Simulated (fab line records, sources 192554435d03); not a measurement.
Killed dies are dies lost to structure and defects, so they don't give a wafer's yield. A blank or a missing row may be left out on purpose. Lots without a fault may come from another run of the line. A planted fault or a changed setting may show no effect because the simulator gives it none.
Chamber matching | flow n5_finfet | N5_BEOL_M0_SAQP_ETCH_102 on rie_si-04: 4 sister chambers
The step etches SiO2 in CF4, target depth 4 nm, time 4.4 s. 22 wafers are shown with their chamber, then 10 later ones without.

WAFERS WITH THEIR CHAMBER
wafer  | chamber | throttle_valve_pct (%) | drypump_motor_current_A (A) | oes_product_au (a.u.)
L074.4 | 1       | 21.56                  | 5.3                         | 0.981
L074.5 | 3       | 21.59                  | 5.4                         | 1.005
L074.6 | 0       | 21.82                  | 5.1                         | 1.005
L076.2 | 3       | 21.60                  | 5.5                         | 1.002
L076.3 | 1       | 21.56                  | 5.3                         | 0.977
L076.6 | 2       | 21.70                  | 4.7                         | 1.022
L077.1 | 3       | 21.58                  | 5.5                         | 0.986
L077.2 | 0       | 21.81                  | 5.2                         | 0.985
L077.4 | 2       | 21.71                  | 4.7                         | 1.003
L083.3 | 3       | 21.60                  | 5.5                         | 1.003
L083.4 | 1       | 21.57                  | 5.2                         | 0.981
L083.5 | 2       | 21.72                  | 4.7                         | 1.020
L084.4 | 2       | 21.72                  | 4.7                         | 1.028
L084.5 | 0       | 21.82                  | 5.2                         | 0.994
L084.6 | 1       | 21.57                  | 5.3                         | 0.989
L088.2 | 3       | 21.60                  | 5.4                         | 0.990
L088.3 | 0       | 21.79                  | 5.2                         | 0.996
L088.6 | 2       | 21.72                  | 4.7                         | 1.015
L087.3 | 1       | 21.56                  | 5.3                         | 0.981
L087.4 | 0       | 21.81                  | 5.2                         | 0.980
L089.1 | 1       | 21.58                  | 5.2                         | 0.996
L089.2 | 0       | 21.82                  | 5.2                         | 1.007

SIGNATURES (means of the wafers above)
reading                 | chamber 0 | chamber 1 | chamber 2 | chamber 3 | scatter within a chamber
throttle_valve_pct      | 21.8117   | 21.5667   | 21.7140   | 21.5940   | 0.00959
drypump_motor_current_A | 5.183     | 5.267     | 4.700     | 5.460     | 0.0432
oes_product_au          | 0.99450   | 0.98417   | 1.01760   | 0.99720   | 0.00901
Rule: a wafer's distance from a chamber is the root of the sum, over the readings, of the square of ((its reading less the chamber's mean) divided by the reading's scatter). The wafer belongs to the nearest chamber; if the next one is less than 2 further off, it can't be placed. The scatter: the root of (the sum of the squares of (reading less its chamber's mean) over the shown wafers, divided by (wafers less chambers)).

WAFERS WITHOUT THEIR CHAMBER
wafer  | throttle_valve_pct (%) | drypump_motor_current_A (A) | oes_product_au (a.u.)
L089.4 | 21.73                  | 4.7                         | 1.033
L095.1 | 21.73                  | 4.7                         | 1.011
L095.2 | 21.81                  | 5.2                         | 1.008
L095.3 | 21.61                  | 5.5                         | 0.993
L095.4 | 21.24                  | 5.3                         | 0.976
L095.5 | 21.79                  | 5.2                         | 1.011
L095.6 | 21.26                  | 5.3                         | 0.983
L097.1 | 21.83                  | 5.2                         | 1.008
L097.2 | 21.59                  | 5.5                         | 0.997
L097.4 | 21.25                  | 5.3                         | 0.985

WHICH CHAMBER EACH WENT THROUGH
wafer  | from the rows above | in truth
L089.4 | 2                   | 2
L095.1 | 2                   | 2
L095.2 | 0                   | 0
L095.3 | 3                   | 3
L095.4 | 1                   | 1
L095.5 | 0                   | 0
L095.6 | 1                   | 1
L097.1 | 0                   | 0
L097.2 | 3                   | 3
L097.4 | 1                   | 1
Placed correctly: 10 of 10. Can't be placed from these rows: 0. Placed wrongly: 0.
